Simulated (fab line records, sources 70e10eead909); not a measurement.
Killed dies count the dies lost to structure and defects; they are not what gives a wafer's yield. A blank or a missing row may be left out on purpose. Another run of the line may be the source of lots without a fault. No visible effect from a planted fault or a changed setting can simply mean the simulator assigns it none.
fab line records ; flow nand-harc
[record] lots = 11; wafers = 33; last-day = 33
route steps=1302 shown A_CHANNEL_HOLE_D2@583 END@1302
lots that met no fault: taken from a fault-free run of the same line
start-h: hours from the record's opening day to when the first of the lot's shown wafers began ; wait-h: hours elapsed since this lot's preceding step ; " the same as in the row above ; L1.1+2: one row covering several wafers at once ; - no value present, or no start provided ; * or withheld: withheld ; < > ~ a bound
route shown NAME@n: names a module that has steps shown in the file, with the first one's number in the route ; usual: mean/standard deviation taken from wafers without a fault ; same: alike in all rows ; chamber/n: place in a boat ; sites: readings site by site ; _std_site: their standard deviation ; _edge_site: mean of outer sites minus mean of inner sites ; radius-mm: for every site, how far away it sits from the centre of the wafer ; mask NAME#n: copy n ; behind: the tool/chamber that last shaped the wafer ; hold: why the lot was held/for how many hours/how that ended ; device: which transistor (n, p or np) failed to switch ; end of line: at the end of the route, the tests of the same wafers ; a step with no rows: only its recipe ; killed: at the first sort, the dies lost to defects and structure; wafer yield is something else ; map: a wafer's dies, marking killed ones x, the rest . and places with no die _
set.NAME: the setting that was run; set.NAME@STEP: the one run at that earlier step ; model.NAME: the simulator's own value behind a step, which no gauge read
route steps across a sampled set of lots; one table per step, one row per wafer
services: a tool's chamber out of use, with start hour (start-h, from the record's first day; less than 0 if before it), hours out, and reason
[[steps]]
[step NHARC_A_CHANNEL_HOLE_D2_OVL_MEAS_11]
[usual] overlay-x-nm = -0.1/0.81; overlay-y-nm = 0.4/1
lot.wafer;tool;chamber;start-h;wait-h;overlay-x-nm;overlay-y-nm
L620.2;overlay-02;-;293.22;-;-0.7;-0.5
L620.3;overlay-02;-;293.22;-;-1.0;-0.6
L620.5;overlay-02;-;293.22;-;-1.5;0.5
L621.1;overlay-01;-;299.19;-;0.2;-1.8
L621.3;overlay-01;-;299.19;-;-0.2;-1.9
L621.4;overlay-01;-;299.19;-;0.5;-2.0
L623.1;overlay-01;-;321.32;-;-1.8;-0.8
L623.5;overlay-01;-;321.32;-;-1.2;0.3
L623.6;overlay-01;-;321.32;-;-1.6;-0.4
L627.1;overlay-01;-;394.32;-;0.5;1.0
L627.3;overlay-01;-;394.32;-;0.1;0.8
L627.6;overlay-01;-;394.32;-;0.0;0.4
L630.3;overlay-01;-;405.44;-;0.2;1.7
L630.4;overlay-01;-;405.44;-;0.3;1.6
L630.5;overlay-01;-;405.44;-;0.5;2.2
L629.1;overlay-02;-;405.87;-;0.8;-1.1
L629.2;overlay-02;-;405.87;-;0.7;-1.1
L629.4;overlay-02;-;405.87;-;0.9;-0.8
L631.3;overlay-02;-;410.42;-;-0.7;-0.2
L631.4;overlay-02;-;410.42;-;0.1;-0.2
L631.6;overlay-02;-;410.42;-;-0.4;0.6
L632.1;overlay-02;-;414.09;-;-0.1;0.0
L632.3;overlay-02;-;414.09;-;-0.4;-0.7
L632.4;overlay-02;-;414.09;-;-0.5;-0.5
L640.1;overlay-02;-;486.11;-;1.0;0.8
L640.2;overlay-02;-;486.11;-;-0.3;0.8
L640.3;overlay-02;-;486.11;-;-0.4;0.7
L641.1;overlay-02;-;514.43;-;-0.8;0.0
L641.3;overlay-02;-;514.43;-;-1.2;0.3
L641.5;overlay-02;-;514.43;-;-1.1;0.1
L642.3;overlay-01;-;516.21;-;1.0;2.0
L642.5;overlay-01;-;516.21;-;1.3;1.7
L642.6;overlay-01;-;516.21;-;1.4;2.0
[step NHARC_A_CHANNEL_HOLE_D2_ETCH_20]
[recipe] bias-v = 3000; source-w = withheld; pressure-mtorr = 20; time-s = 361.9; ar-flow-sccm = 375; c4f8-flow-sccm = 89.3; o2-flow-sccm = 35.7; temp-c = -20; target-depth-a = 16000; chemistry = C4F8/O2/Ar
[usual] drypump-motor-current-A = 5.82/0.17; showerhead-plenum-p-Torr = 3.70/0.14; throttle-valve-pct = 32.154/0.0088
lot.wafer;tool;chamber;start-h;wait-h;drypump-motor-current-A;rf-hours-counter-h;showerhead-plenum-p-Torr;throttle-valve-pct
L620.2;har-etch-01;0;304.57;0.1;5.65;157;3.70;32.141
L620.3;har-etch-01;0;304.57;0.1;5.65;-;3.69;32.156
L620.5;har-etch-01;1;304.57;0.1;5.86;-;3.65;32.178
L621.1;har-etch-01;1;312.78;0.1;5.86;165;3.65;32.149
L621.4;har-etch-01;1;312.78;0.1;5.84;-;3.65;32.151
L621.3;har-etch-01;0;312.78;0.1;5.65;-;3.69;32.164
L623.1;har-etch-02;0;322.70;0.1;5.73;367;3.54;32.161
L623.6;har-etch-02;0;322.70;0.1;5.73;-;3.53;32.167
L623.5;har-etch-02;1;322.70;0.1;6.15;-;3.48;32.164
L627.1;har-etch-02;0;400.06;0.1;5.75;4;3.93;32.160
L627.3;har-etch-02;1;400.06;0.1;6.09;-;3.93;32.148
L627.6;har-etch-02;1;400.06;0.1;6.14;-;3.93;32.158
L630.3;har-etch-01;1;411.33;0.2;5.85;-;3.62;32.163
L630.4;har-etch-01;0;411.33;0.2;5.66;-;3.66;32.144
L630.5;har-etch-01;1;411.33;0.2;5.85;-;3.62;32.163
L629.2;har-etch-01;1;415.39;0.1;5.84;226;3.62;32.165
L629.1;har-etch-01;0;415.39;0.1;5.66;226;3.66;32.158
L629.4;har-etch-01;0;415.39;0.1;5.66;-;3.66;32.142
L631.3;har-etch-01;0;427.66;0.2;5.65;-;3.65;32.162
L631.4;har-etch-01;1;427.66;0.2;5.85;-;3.61;32.163
L631.6;har-etch-01;0;427.66;0.2;5.65;-;3.65;32.170
L632.1;har-etch-01;0;431.78;0.1;5.65;241;3.65;32.155
L632.3;har-etch-01;1;431.78;0.1;5.83;-;3.61;32.158
L632.4;har-etch-01;0;431.78;0.1;5.67;-;3.65;32.163
L640.1;har-etch-01;1;487.51;0.1;5.85;283;3.59;32.159
L640.2;har-etch-01;0;487.51;0.1;5.64;283;3.63;32.152
L640.3;har-etch-01;0;487.51;0.1;5.66;-;3.63;32.170
L641.1;har-etch-02;0;515.94;0.1;5.71;66;3.90;32.151
L641.3;har-etch-02;1;515.94;0.1;6.20;-;3.90;32.147
L641.5;har-etch-02;0;515.94;0.1;5.73;-;3.90;32.156
L642.3;har-etch-01;0;517.70;0.2;5.66;-;3.62;32.157
L642.6;har-etch-01;0;517.70;0.2;5.66;-;3.62;32.146
L642.5;har-etch-01;1;517.70;0.2;5.86;-;3.58;32.144
[step NHARC_A_CHANNEL_HOLE_D2_ETCH_22]
[recipe] bias-v = 3000; source-w = withheld; pressure-mtorr = 20; time-s = 666.7; ar-flow-sccm = 375; c4f8-flow-sccm = 89.3; o2-flow-sccm = 35.7; temp-c = -20; target-depth-a = 16000; chemistry = C4F8/O2/Ar
[usual] drypump-motor-current-A = 5.82/0.17; showerhead-plenum-p-Torr = 3.70/0.14; throttle-valve-pct = 32.154/0.0096
lot.wafer;tool;chamber;start-h;wait-h;drypump-motor-current-A;rf-hours-counter-h;showerhead-plenum-p-Torr;throttle-valve-pct
L620.2;har-etch-01;0;305.37;0.4;5.64;158;3.69;32.147
L620.3;har-etch-01;0;305.37;0.4;5.65;-;3.69;32.153
L620.5;har-etch-01;1;305.37;0.4;5.82;-;3.65;32.163
L621.1;har-etch-01;1;313.53;0.4;5.83;165;3.65;32.148
L621.4;har-etch-01;1;313.53;0.4;5.86;-;3.65;32.140
L621.3;har-etch-01;0;313.53;0.4;5.64;-;3.69;32.144
L623.1;har-etch-02;0;323.46;0.4;5.72;368;3.53;32.155
L623.6;har-etch-02;0;323.46;0.4;5.74;-;3.53;32.144
L623.5;har-etch-02;1;323.46;0.4;6.20;-;3.48;32.167
L627.1;har-etch-02;0;400.85;0.4;5.72;4;3.93;32.154
L627.3;har-etch-02;1;400.85;0.4;6.17;-;3.93;32.152
L627.6;har-etch-02;1;400.85;0.4;6.15;-;3.93;32.157
L630.3;har-etch-01;1;412.18;0.4;5.84;-;3.62;32.159
L630.4;har-etch-01;0;412.18;0.4;5.67;-;3.66;32.161
L630.5;har-etch-01;1;412.18;0.4;5.85;-;3.62;32.143
L629.2;har-etch-01;1;416.15;0.4;5.83;226;3.62;32.159
L629.1;har-etch-01;0;416.15;0.4;5.66;226;3.66;32.147
L629.4;har-etch-01;0;416.15;0.4;5.68;-;3.66;32.139
L631.3;har-etch-01;0;428.51;0.4;5.67;-;3.65;32.143
L631.4;har-etch-01;1;428.51;0.4;5.85;-;3.61;32.165
L631.6;har-etch-01;0;428.51;0.4;5.66;-;3.65;32.146
L632.1;har-etch-01;0;432.58;0.4;5.66;242;3.65;32.171
L632.3;har-etch-01;1;432.58;0.4;5.84;-;3.61;32.168
L632.4;har-etch-01;0;432.58;0.4;5.67;-;3.65;32.146
L640.1;har-etch-01;1;488.27;0.4;5.85;284;3.59;32.147
L640.2;har-etch-01;0;488.27;0.4;5.66;284;3.63;32.155
L640.3;har-etch-01;0;488.27;0.4;5.64;-;3.63;32.141
L641.1;har-etch-02;0;516.73;0.4;5.76;66;3.90;32.160
L641.3;har-etch-02;1;516.73;0.4;6.20;-;3.90;32.168
L641.5;har-etch-02;0;516.73;0.4;5.74;-;3.90;32.158
L642.3;har-etch-01;0;518.54;0.4;5.65;-;3.62;32.149
L642.6;har-etch-01;0;518.54;0.4;5.65;-;3.62;32.164
L642.5;har-etch-01;1;518.54;0.4;5.85;-;3.58;32.148
[step NHARC_A_CHANNEL_HOLE_D2_ETCH_24]
[recipe] bias-v = 5000; source-w = withheld; pressure-mtorr = 20; time-s = 906.2; ar-flow-sccm = 375; c4f8-flow-sccm = 93.8; o2-flow-sccm = 31.2; temp-c = -20; target-depth-a = 15000; chemistry = C4F8/O2/Ar
[usual] drypump-motor-current-A = 5.82/0.18; showerhead-plenum-p-Torr = 3.70/0.14; throttle-valve-pct = 32.235/0.0096
lot.wafer;tool;chamber;start-h;wait-h;drypump-motor-current-A;rf-hours-counter-h;showerhead-plenum-p-Torr;throttle-valve-pct
L620.2;har-etch-01;0;306.65;0.6;5.66;159;3.69;32.259
L620.3;har-etch-01;0;306.65;0.6;5.65;-;3.69;32.230
L620.5;har-etch-01;1;306.65;0.6;5.85;-;3.65;32.253
L621.1;har-etch-01;1;314.79;0.6;5.84;167;3.64;32.236
L621.4;har-etch-01;1;314.79;0.6;5.82;-;3.64;32.239
L621.3;har-etch-01;0;314.79;0.6;5.65;-;3.69;32.244
L623.1;har-etch-02;0;324.73;0.6;5.74;370;3.53;32.234
L623.6;har-etch-02;0;324.73;0.6;5.71;-;3.53;32.241
L623.5;har-etch-02;1;324.73;0.6;6.20;-;3.48;32.227
L627.1;har-etch-02;0;402.15;0.6;5.75;6;3.93;32.232
L627.3;har-etch-02;1;402.15;0.6;6.18;-;3.92;32.234
L627.6;har-etch-02;1;402.15;0.6;6.14;-;3.92;32.235
L630.3;har-etch-01;1;413.49;0.6;5.83;-;3.61;32.231
L630.4;har-etch-01;0;413.49;0.6;5.66;-;3.65;32.230
L630.5;har-etch-01;1;413.49;0.6;5.83;-;3.61;32.254
L629.2;har-etch-01;1;417.41;0.6;5.84;228;3.61;32.227
L629.1;har-etch-01;0;417.41;0.6;5.66;228;3.65;32.216
L629.4;har-etch-01;0;417.41;0.6;5.66;-;3.65;32.226
L631.3;har-etch-01;0;429.84;0.6;5.66;-;3.65;32.249
L631.4;har-etch-01;1;429.84;0.6;5.86;-;3.60;32.225
L631.6;har-etch-01;0;429.84;0.6;5.66;-;3.65;32.233
L632.1;har-etch-01;0;433.88;0.6;5.66;243;3.64;32.232
L632.3;har-etch-01;1;433.88;0.6;5.87;-;3.60;32.229
L632.4;har-etch-01;0;433.88;0.6;5.67;-;3.64;32.228
L640.1;har-etch-01;1;489.54;0.6;5.82;285;3.58;32.217
L640.2;har-etch-01;0;489.54;0.6;5.66;285;3.62;32.240
L640.3;har-etch-01;0;489.54;0.6;5.65;-;3.62;32.233
L641.1;har-etch-02;0;518.02;0.6;5.75;68;3.89;32.238
L641.3;har-etch-02;1;518.02;0.6;6.18;-;3.89;32.251
L641.5;har-etch-02;0;518.02;0.6;5.75;-;3.89;32.222
L642.3;har-etch-01;0;519.86;0.6;5.66;-;3.62;32.227
L642.6;har-etch-01;0;519.86;0.6;5.65;-;3.62;32.243
L642.5;har-etch-01;1;519.86;0.6;5.84;-;3.57;32.226
[step NHARC_A_CHANNEL_HOLE_D2_XSEM_32]
[recipe] landing-energy-ev = 35000
[usual] bot-cd-nm = 75.1/1.4; bow-nm = 8.66/0.28; tilt-deg = 0.08/0.04
lot.wafer;tool;chamber;start-h;wait-h;bot-cd-nm;bow-nm;tilt-deg
L620.2;xsem-02;0;310.14;0.1;74.8;9.09;0.01
L620.3;xsem-02;0;310.14;0.1;76.8;9.10;0.01
L620.5;xsem-02;0;310.14;0.1;73.4;9.12;0.01
L621.1;xsem-01;0;318.30;0.1;77.9;8.49;0.06
L621.3;xsem-01;0;318.30;0.1;77.6;8.40;0.06
L621.4;xsem-01;0;318.30;0.1;78.5;8.47;0.06
L623.1;xsem-01;0;328.21;0.1;73.6;8.53;0.15
L623.5;xsem-01;0;328.21;0.1;76.9;8.65;0.15
L623.6;xsem-01;0;328.21;0.1;76.7;8.57;0.15
L627.1;xsem-01;0;405.49;0.1;74.6;8.28;0.09
L627.3;xsem-01;0;405.49;0.1;75.3;8.27;0.09
L627.6;xsem-01;0;405.49;0.1;74.7;8.22;0.09
L630.3;xsem-02;0;416.73;0.1;75.7;8.57;0.06
L630.4;xsem-02;0;416.73;0.1;73.8;8.52;0.05
L630.5;xsem-02;0;416.73;0.1;75.5;8.51;0.05
L629.1;xsem-01;0;420.91;0.1;73.6;14.04;0.03
L629.2;xsem-01;0;420.91;0.1;75.2;8.91;0.03
L629.4;xsem-01;0;420.91;0.1;74.3;14.12;0.03
L631.3;xsem-01;0;433.07;0.1;75.1;13.75;0.07
L631.4;xsem-01;0;433.07;0.1;74.6;8.35;0.07
L631.6;xsem-01;0;433.07;0.1;75.5;13.88;0.07
L632.1;xsem-01;0;437.21;0.1;75.9;14.13;0.08
L632.3;xsem-01;0;437.21;0.1;75.0;8.61;0.08
L632.4;xsem-01;0;437.21;0.1;73.5;14.03;0.08
L640.1;xsem-01;0;493.00;0.1;73.6;8.83;0.05
L640.2;xsem-01;0;493.00;0.1;75.0;8.73;0.05
L640.3;xsem-01;0;493.00;0.1;75.4;8.71;0.05
L641.1;xsem-01;0;521.41;0.1;75.3;8.31;0.10
L641.3;xsem-01;0;521.41;0.1;74.9;8.38;0.10
L641.5;xsem-01;0;521.41;0.1;73.0;8.31;0.10
L642.3;xsem-02;0;523.09;0.1;74.4;9.16;0.11
L642.5;xsem-02;0;523.09;0.1;74.7;9.15;0.11
L642.6;xsem-02;0;523.09;0.1;73.9;9.17;0.11
[step NHARC_END_SORT_01]
[recipe] temp-c = 25
[usual] killed-at-array = 54/18; killed-at-other = 0.9/1.2; killed-at-periphery = 4.4/2.9; killed-dies = 59/18; killed-open = 3.2/1.8; killed-short = 2.6/1.8
[same] gross-dies = 677
lot.wafer;tool;chamber;start-h;wait-h;killed-at-array;killed-at-other;killed-at-periphery;killed-dies;killed-open;killed-short
L621.1;prober-02;0;573.82;2.5;68;0;3;71;4;2
L621.3;prober-02;0;575.44;3.1;52;1;2;55;2;1
L621.4;prober-02;0;576.25;3.4;85;0;1;86;5;2
L629.1;prober-02;0;712.54;2.5;67;2;1;70;3;5
L629.2;prober-02;0;713.34;2.8;71;1;0;72;5;6
L629.4;prober-02;0;714.93;3.4;68;0;1;69;2;1
L632.1;prober-01;0;720.46;2.5;37;1;3;41;7;2
L632.3;prober-01;0;722.07;3.1;39;0;2;41;0;2
L632.4;prober-01;0;722.87;3.4;47;0;2;49;2;2
// killed by level:class
L621.1 A_SLIT:chamber-film-flake=25 A_CHANNEL_HOLE_D1:chamber-film-flake=19 A_CHANNEL_HOLE_D2:chamber-film-flake=8 A_STAIRCASE:chamber-film-flake=3 A_CHANNEL_HOLE_D2:geometric-particle:open=2 A_ZERO_WELL:chamber-film-flake=2 A_WL_FILL:chamber-film-flake=2 A_CONTACT:chamber-film-flake=2
L621.3 A_CHANNEL_HOLE_D1:chamber-film-flake=19 A_SLIT:chamber-film-flake=16 A_STAIRCASE:chamber-film-flake=5 A_ZERO_WELL:chamber-film-flake=2 A_CHANNEL_HOLE_D2:chamber-film-flake=2 A_CONTACT:chamber-film-flake=2 A_BONDPAD:chamber-film-flake=2 P_STI:geometric-particle:open=1
L621.4 A_CHANNEL_HOLE_D1:chamber-film-flake=35 A_SLIT:chamber-film-flake=24 A_CHANNEL_HOLE_D2:chamber-film-flake=8 A_BONDPAD:chamber-film-flake=5 A_WL_FILL:geometric-particle:short=2 A_STAIRCASE:chamber-film-flake=2 A_CONTACT:chamber-film-flake=2 A_CHANNEL_FILL_D1:geometric-particle:open=1
L629.1 A_SLIT:chamber-film-flake=34 A_CHANNEL_HOLE_D2:chamber-film-flake=20 A_CHANNEL_HOLE_D1:chamber-film-flake=3 A_ONON_D1:geometric-particle:short=2 A_DECK1_JOINT:geometric-particle:open=2 A_WL_FILL:chamber-film-flake=2 P_M0:geometric-particle:short=1 A_CHANNEL_HOLE_D1:geometric-particle:short=1
L629.2 A_SLIT:chamber-film-flake=30 A_CHANNEL_HOLE_D2:chamber-film-flake=18 A_CHANNEL_HOLE_D1:chamber-film-flake=6 A_WL_FILL:chamber-film-flake=3 A_CHANNEL_FILL_D2:geometric-particle:short=2 A_SOURCE_PLATE:geometric-particle:open=1 A_ONON_D1:geometric-particle:short=1 A_DECK1_JOINT:geometric-particle:open=1
L629.4 A_SLIT:chamber-film-flake=32 A_CHANNEL_HOLE_D2:chamber-film-flake=16 A_CHANNEL_HOLE_D1:chamber-film-flake=7 A_CHANNEL_FILL_D1:chamber-film-flake=3 A_CHANNEL_FILL_D2:chamber-film-flake=2 A_BLC:chamber-film-flake=2 A_WL_FILL:chamber-film-flake=2 P_M0:geometric-particle:open=1
L632.1 A_CHANNEL_HOLE_D2:chamber-film-flake=12 A_CHANNEL_HOLE_D1:chamber-film-flake=9 A_STAIRCASE:chamber-film-flake=7 A_BLC:geometric-particle:open=3 A_CONTACT:chamber-film-flake=2 P_CONTACT:geometric-particle:short=1 P_M0:geometric-particle:short=1 A_CHANNEL_FILL_D1:geometric-particle:open=1
L632.3 A_CHANNEL_HOLE_D2:chamber-film-flake=19 A_STAIRCASE:chamber-film-flake=5 A_CONTACT:chamber-film-flake=5 A_CHANNEL_HOLE_D1:chamber-film-flake=4 A_SGD_CUT:chamber-film-flake=2 A_DECK1_JOINT:geometric-particle:short=1 A_ONON_D2:geometric-particle:short=1 P_ZERO_WELL:chamber-film-flake=1
L632.4 A_CHANNEL_HOLE_D2:chamber-film-flake=19 A_CHANNEL_HOLE_D1:chamber-film-flake=10 A_SLIT:chamber-film-flake=5 A_STAIRCASE:chamber-film-flake=5 A_CONTACT:chamber-film-flake=5 P_GATE:geometric-particle:open=1 P_M0:geometric-particle:open=1 A_DECK1_JOINT:geometric-particle:short=1
[[services]]
tool;chamber;start-h;hours;kind
har-etch-02;1;292.70;-;consumable-replace:esc
har-etch-02;1;292.70;17.0;scheduled-down
har-etch-02;1;292.70;17.0;vent-cycle
xsem-01;-;374.00;14.0;pm
har-etch-02;-;379.02;17.0;pm
har-etch-02;0;379.02;17.0;vent-cycle
har-etch-02;1;379.02;17.0;vent-cycle
xsem-02;-;387.57;0.5;repair
har-etch-02;0;396.02;-;clean
har-etch-02;0;396.02;-;consumable-replace:focus-ring
har-etch-02;0;396.02;-;consumable-replace:showerhead
har-etch-02;1;396.02;-;clean
har-etch-02;1;396.02;-;consumable-replace:focus-ring
har-etch-02;1;396.02;-;consumable-replace:showerhead
xsem-02;-;518.50;1.4;repair
[[key]]
[first-sign] step = NHARC_A_CHANNEL_HOLE_D2_XSEM_32; reading = bow-nm; direction = up; sigmas = 19; usual = 8.66; struck = 13.99
effect none on later readings
met-at NHARC_A_CHANNEL_HOLE_D2_ETCH_22
struck-lots L629,L631,L632
struck-wafers L629.1,L629.4,L631.3,L631.6,L632.1,L632.4
tester-left-out L629,L631,L632
not-acting-at NHARC_A_CHANNEL_HOLE_D2_OVL_MEAS_11,NHARC_A_CHANNEL_HOLE_D2_ETCH_20,NHARC_A_CHANNEL_HOLE_D2_ETCH_24
onset-between 412.18 416.15
[fault] kind = process-parameter-drift; tool = har-etch-01; chamber = 0; onset-h = 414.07; steps = NHARC_A_CHANNEL_HOLE_D2_ETCH_22; channel = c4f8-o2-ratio; offset = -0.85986; shape = step; end-h = 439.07; acts-in = these-recipes-only; stated = 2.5
// tester-left-out: of these lots the tester's yield and bins aren't shown, on N5 and GAA mostly nor the transistor test; their killed dies are dies lost to structure and defects alone, not to doping, threshold or leakage, so they don't give the yield
